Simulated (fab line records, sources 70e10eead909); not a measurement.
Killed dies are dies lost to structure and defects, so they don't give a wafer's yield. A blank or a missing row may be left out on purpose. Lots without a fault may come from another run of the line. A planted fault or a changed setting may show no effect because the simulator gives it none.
Which tool did it? | flow nand_harc | 12 lots, 36 wafers sampled, at 4 steps of a route of 1302

WHAT THE GAUGES READ, wafer by wafer
NHARC_P_CONTACT_CD_MEAS_19.
lot  | measured     | on        | cd_nm (nm)
L988 | day 5 16:14  | cd_sem-02 | 87.5 89.2 87.1
L989 | day 6 14:15  | cd_sem-03 | 89.7 88.9 86.5
L990 | day 6 22:11  | cd_sem-01 | 90.8 88.5 91.4
L992 | day 7 17:19  | cd_sem-03 | 93.6 90.6 88.8
L995 | day 8 18:52  | cd_sem-01 | 91.3 85.9 86.7
L998 | day 10 05:20 | cd_sem-02 | 90.0 92.2 92.3
L103 | day 12 06:55 | cd_sem-03 | 92.7 87.9 94.4
L105 | day 13 07:01 | cd_sem-02 | 93.6 90.5 92.7
L106 | day 13 07:02 | cd_sem-01 | 88.7 86.5 94.5
L107 | day 14 00:56 | cd_sem-03 | 91.0 90.6 91.3
L109 | day 14 11:44 | cd_sem-02 | 87.8 88.5 90.1
L110 | day 14 21:46 | cd_sem-02 | 90.4 88.4 90.3

NHARC_P_M0_CD_MEAS_09: target cd 90 nm.
lot  | measured     | on        | cd_nm (nm)
L988 | day 5 19:20  | cd_sem-02 | 89.6 91.7 91.2
L989 | day 6 17:22  | cd_sem-02 | 91.1 90.0 90.3
L990 | day 7 01:20  | cd_sem-02 | 91.6 92.2 91.3
L992 | day 7 20:28  | cd_sem-03 | 107.0 106.0 107.0
L995 | day 8 22:55  | cd_sem-02 | 106.6 106.9 106.4
L998 | day 10 08:26 | cd_sem-03 | 90.6 89.8 89.8
L103 | day 12 10:26 | cd_sem-02 | 90.5 90.0 90.3
L105 | day 13 10:00 | cd_sem-02 | 89.7 89.6 91.2
L106 | day 13 10:41 | cd_sem-02 | 90.6 89.7 90.1
L107 | day 14 04:05 | cd_sem-03 | 90.1 89.6 90.5
L109 | day 14 14:50 | cd_sem-03 | 90.3 90.0 89.1
L110 | day 15 00:54 | cd_sem-01 | 90.9 90.5 90.2

WHICH TOOL RAN EACH LOT (tool, then ch and the chambers of the sampled wafers, then the start)
lot  | NHARC_P_CONTACT_PVD_32                  | NHARC_P_M0_PEB_07
L988 | pvd_sputter-03, day 5 19:16 or earlier  | litho_track-06 ch 0, day 5 19:16
L989 | pvd_sputter-02, day 6 17:17 or earlier  | litho_track-04 ch 0, day 6 17:17
L990 | pvd_sputter-02, day 7 01:15 or earlier  | litho_track-01 ch 0, day 7 01:15
L992 | pvd_sputter-03, day 7 20:23 or earlier  | litho_track-01 ch 0, day 7 20:23
L995 | pvd_sputter-01, day 8 22:50 or earlier  | litho_track-01 ch 0, day 8 22:50
L998 | pvd_sputter-03, day 10 08:21 or earlier | litho_track-06 ch 0, day 10 08:21
L103 | pvd_sputter-03, day 12 10:21 or earlier | litho_track-06 ch 0, day 12 10:21
L105 | pvd_sputter-01, day 13 09:55 or earlier | litho_track-06 ch 0, day 13 09:55
L106 | pvd_sputter-03, day 13 10:36 or earlier | litho_track-04 ch 0, day 13 10:36
L107 | pvd_sputter-03, day 14 04:01 or earlier | litho_track-06 ch 0, day 14 04:01
L109 | pvd_sputter-01, day 14 14:45 or earlier | litho_track-04 ch 0, day 14 14:45
L110 | pvd_sputter-03, day 15 00:49 or earlier | litho_track-06 ch 0, day 15 00:49
- NHARC_P_CONTACT_PVD_32: deposits Ti, target thk 5 nm, time 17.7 s.
- NHARC_P_M0_PEB_07: peb time 65 s.

WHAT THE TOOLS THEMSELVES READ (means of the sampled wafers that have a number; where no wafer has one, the mark that the record gives instead)
NHARC_P_CONTACT_PVD_32.
lot  | tool           | throttle_valve_pct (%)
L988 | pvd_sputter-03 | 29.8
L989 | pvd_sputter-02 | 31.0
L990 | pvd_sputter-02 | 31.0
L992 | pvd_sputter-03 | 29.7
L995 | pvd_sputter-01 | 29.8
L998 | pvd_sputter-03 | 29.1
L103 | pvd_sputter-03 | 29.4
L105 | pvd_sputter-01 | 30.1
L106 | pvd_sputter-03 | 29.0
L107 | pvd_sputter-03 | 30.0
L109 | pvd_sputter-01 | 30.6
L110 | pvd_sputter-03 | 29.6

NHARC_P_M0_PEB_07.
lot  | tool           | heater_power_total_W (W) | plate_temp_C (C)
L988 | litho_track-06 | 156.2                    | 99.88
L989 | litho_track-04 | 156.6                    | 99.93
L990 | litho_track-01 | 156.8                    | 99.91
L992 | litho_track-01 | 167.6                    | 105.17
L995 | litho_track-01 | 167.8                    | 105.14
L998 | litho_track-06 | 157.0                    | 100.19
L103 | litho_track-06 | 156.9                    | 100.15
L105 | litho_track-06 | 156.8                    | 99.92
L106 | litho_track-04 | 156.4                    | 99.96
L107 | litho_track-06 | 156.5                    | 100.06
L109 | litho_track-04 | 156.3                    | 100.02
L110 | litho_track-06 | 157.1                    | 100.21

THE ANSWER, worked out from the rows above alone
Rule: what is usual is taken from the lots themselves. Put in order of their means at a reading, lots are off if they are a third of the lots or fewer, leave a main group of 4 or more, and stand apart from it by a gap of 3 or more times the standard deviation of the main group's means; of several such gaps the widest counts. A main group whose means are all the same, to the digits that the tables above print for the reading, isn't used. A lot without any number at a reading at which 4 lots or more have one is off too. The other lots that the step has rows for count as sound. The gauges are gone through in route order, then the tools' own readings, and for those a lot's mean is taken as printed above. The first step at which some lot is off is used, and at that step the reading that is off furthest; a lot without a number counts as furthest.
Off: L992, L995, at NHARC_P_M0_CD_MEAS_09 (cd_nm). The main group: mean 90.4 nm, standard deviation 0.51.
A tool fits if, at a process step before that reading, it ran every lot that is off, and no sound lot after the first of them. The gauges at NHARC_P_M0_CD_MEAS_09 aren't tried: what is off there is off at NHARC_P_M0_PEB_07 too, on other tools, and a gauge's error can't cause that. NHARC_P_CONTACT_PVD_32 gives no start for some lots, so the hours and the order of its lots are those of NHARC_P_M0_PEB_07. One fits: litho_track-01 at NHARC_P_M0_PEB_07. Its last sound lot is L990 (day 7 01:15), its first lot that is off L992 (day 7 20:23): a fault that began between those two fits.
The tool's own readings at NHARC_P_M0_PEB_07 bear it out: on the lots that are off they differ by more than 5 times the standard deviation of the sound lots' means. heater_power_total_W reads 167.7 W there against 156.7 W on the sound lots; plate_temp_C reads 105.16 C there against 100.02 C on the sound lots.

WHAT THE SIMULATOR HAD PUT IN
Process parameter drift: litho_track-01, from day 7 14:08 on, at NHARC_P_M0_PEB_07. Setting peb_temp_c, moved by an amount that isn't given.
Lots struck among those shown: L992, L995. The rule above found the same.
